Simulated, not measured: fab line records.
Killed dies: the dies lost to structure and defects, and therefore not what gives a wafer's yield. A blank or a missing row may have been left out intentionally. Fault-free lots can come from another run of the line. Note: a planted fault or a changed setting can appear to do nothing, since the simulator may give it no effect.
Problem report, 8D (eight disciplines) form, completed by code    flow n5 finfet    the parts of the form that need people (team, actions taken, sign-off) are left out

1. WHAT IS WRONG
Wafers without a fault read 72, standard deviation 25; raw defect count at N5_BEOL_M7_INSPECT_58 reads a mean of 500 on 6 wafers belonging to 2 lots. That is +17 standard deviations from the usual mean.
The step: inspects for defects (darkfield).
First observed at day 11 07:55: wafer L922.1, on defect inspect-02. The record holds 33 wafers of 11 lots with a number at this step. By rule, "out" or "out of limits" means more than 4 standard deviations away from the usual mean. The other wafers with a number count as sound.

2. WHAT IT IS AND WHAT IT IS NOT
question                     is                      is not
which readings at this step  raw defect count        -
which lots                   L922, L923              L914, L918, L920, L921, L930, L932, L933, L934, L935
which wafers of those lots   all that have a number  -
read on which gauges         defect inspect-02       defect inspect-01
when                         from day 11 07:55       up to then (12 sound wafers); but 15 sound wafers of L930, L932, L933, L934, L935 came after

3. THE SUSPECTS, EACH WITH WHAT RULES IT OUT
Counting: a tool at a process step up to the reading stays a suspect if it ran every lot that is out and no sound lot after the first of them.
- the gauge at N5_BEOL_M7_INSPECT_58: ruled out. All the wafers that are out were read on defect inspect-02, but those of them that N5_PASSIVATION_PROBE_49 has rows for are out there too, on other tools.
- pecvd-04 at N5_BEOL_M7_PRE_CLEAN_55 (time 15 s): kept. It processed each lot that is out, first L922 at day 11 07:48, and no sound lot thereafter; up to then, the last sound lot it processed was L921 at day 11 07:34.
Left after counting: pecvd-04 at N5_BEOL_M7_PRE_CLEAN_55.

4. THE CAUSE (what the simulator had put in)
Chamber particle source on pecvd-04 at N5_BEOL_M7_PRE_CLEAN_55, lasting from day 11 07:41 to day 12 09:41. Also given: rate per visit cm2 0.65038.
The count eliminated every tool but this one.

5. SEQUENCE OF EFFECTS, ordered by route
One row per reading whose mean, taken over the struck wafers that have a number, lies over 3 standard deviations from the usual. Only readings for which the record gives a usual standard deviation are gone through. hours: the time from each lot's start at the first step in this table that gives one to its start at this step, as a median over the lots. sigmas: the change in usual standard deviations.
hours  step                     reading               usual   on struck wafers  change  sigmas
0      N5_BEOL_M7_INSPECT_58    raw defect count      72      500               +428    +17
4      N5_BEOL_M8_INSPECT_13    raw defect count      410     873               +463    +4.8
78     N5_PASSIVATION_PROBE_49  defect limited yield  91.1 %  85.4              -5.7    -4.1
78     N5_PASSIVATION_PROBE_49  killed_at_M4_up       14      85                +71     +12
78     N5_PASSIVATION_PROBE_49  killed dies           105     172               +67     +4.0
78     N5_PASSIVATION_PROBE_49  killed on rim         14      27                +13     +3.2
78     N5_PASSIVATION_PROBE_49  sort_bin_5_function   5.3 %   9.3               +4.0    +4.2
78     N5_PASSIVATION_PROBE_49  sort n pass           1075    1008              -67     -4.0
78     N5_PASSIVATION_PROBE_49  sort yield pct        91.1 %  85.4              -5.7    -4.1
It contains these process steps:
- N5_PASSIVATION_PROBE_49

6. HOW IT WOULD HAVE BEEN CAUGHT EARLIER
0 hours passed between the start of the fault at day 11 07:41 and the first reading out of limits at a measuring or inspecting step in this record, taken at day 11 07:55.
Of the lots that are out (2), L923 began N5_BEOL_M7_PRE_CLEAN_55 on pecvd-04 after day 11 07:55. It would have been spared by a hold on the tool at that moment.
